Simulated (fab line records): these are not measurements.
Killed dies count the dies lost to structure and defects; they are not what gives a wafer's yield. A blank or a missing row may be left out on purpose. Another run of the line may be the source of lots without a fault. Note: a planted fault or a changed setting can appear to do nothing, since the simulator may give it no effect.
Chamber matching | flow n5 finfet | rie diel-05 running N5_BEOL_M5_STRIP_64: 4 sister chambers
The step strips in CF4. 16 wafers are shown with their chamber, then 8 later ones without.

== WAFERS PAIRED WITH THEIR CHAMBERS ==
wafer  | chamber | drypump motor current A (A) | oes product au (a.u.) | showerhead plenum p Torr (Torr)
L077.2 | 2       | 5.3                         | 0.71                  | 1.85
L077.5 | 2       | 5.3                         | 0.71                  | 1.85
L077.6 | 1       | 6.3                         | 0.68                  | 1.87
L079.1 | 3       | 6.2                         | 0.77                  | 1.76
L079.2 | 0       | 6.1                         | 0.81                  | 1.84
L079.5 | 0       | 6.1                         | 0.81                  | 1.84
L086.2 | 1       | 6.3                         | 0.68                  | 1.86
L086.4 | 0       | 6.0                         | 0.80                  | 1.83
L086.6 | 2       | 5.3                         | 0.70                  | 1.84
L088.1 | 0       | 6.1                         | 0.79                  | 1.83
L088.2 | 3       | 6.1                         | 0.76                  | 1.75
L088.4 | 2       | 5.3                         | 0.70                  | 1.84
L089.2 | 1       | 6.3                         | 0.68                  | 1.86
L089.3 | 2       | 5.3                         | 0.70                  | 1.84
L089.5 | 2       | 5.3                         | 0.70                  | 1.84
L091.3 | 0       | 6.1                         | 0.79                  | 1.83

SIGNATURES (averages over the wafers above)
reading                  | chamber 0 | chamber 1 | chamber 2 | chamber 3 | scatter within a chamber
drypump motor current A  | 6.080     | 6.300     | 5.300     | 6.150     | 0.0329
oes product au           | 0.8000    | 0.6800    | 0.7033    | 0.7650    | 0.00697
showerhead plenum p Torr | 1.8340    | 1.8633    | 1.8433    | 1.7550    | 0.00555
Rule: for each reading, subtract the chamber's mean from the wafer's reading, divide by that reading's scatter and square the result; add these up over the readings and take the root, which gives the wafer's distance from the chamber. The wafer belongs to the nearest chamber; if the next one is less than 2 further off, it can't be placed. The scatter: take each reading less its chamber's mean, square it, sum over the shown wafers, divide by the number of wafers less the number of chambers, and take the root.

== WAFERS WITHOUT THEIR CHAMBER ==
wafer  | drypump motor current A (A) | oes product au (a.u.) | showerhead plenum p Torr (Torr)
L091.4 | 5.3                         | 0.69                  | 1.84
L091.6 | 6.3                         | 0.67                  | 1.86
L092.1 | 6.1                         | 0.75                  | 1.75
L092.2 | 5.3                         | 0.70                  | 1.84
L092.5 | 5.3                         | 0.69                  | 1.84
L097.1 | 5.3                         | 0.68                  | 1.83
L097.3 | 6.2                         | 0.74                  | 1.75
L097.5 | 6.4                         | 0.95                  | 1.86

== CHAMBER TAKEN BY EACH ==
wafer  | from the rows above | in truth
L091.4 | 2                   | 2
L091.6 | 1                   | 1
L092.1 | 3                   | 3
L092.2 | 2                   | 2
L092.5 | 2                   | 2
L097.1 | 2                   | 2
L097.3 | 3                   | 3
L097.5 | 0                   | 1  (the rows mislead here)
Placed correctly: 7 of 8. Can't be placed from these rows: 0. Number placed wrongly: 1.
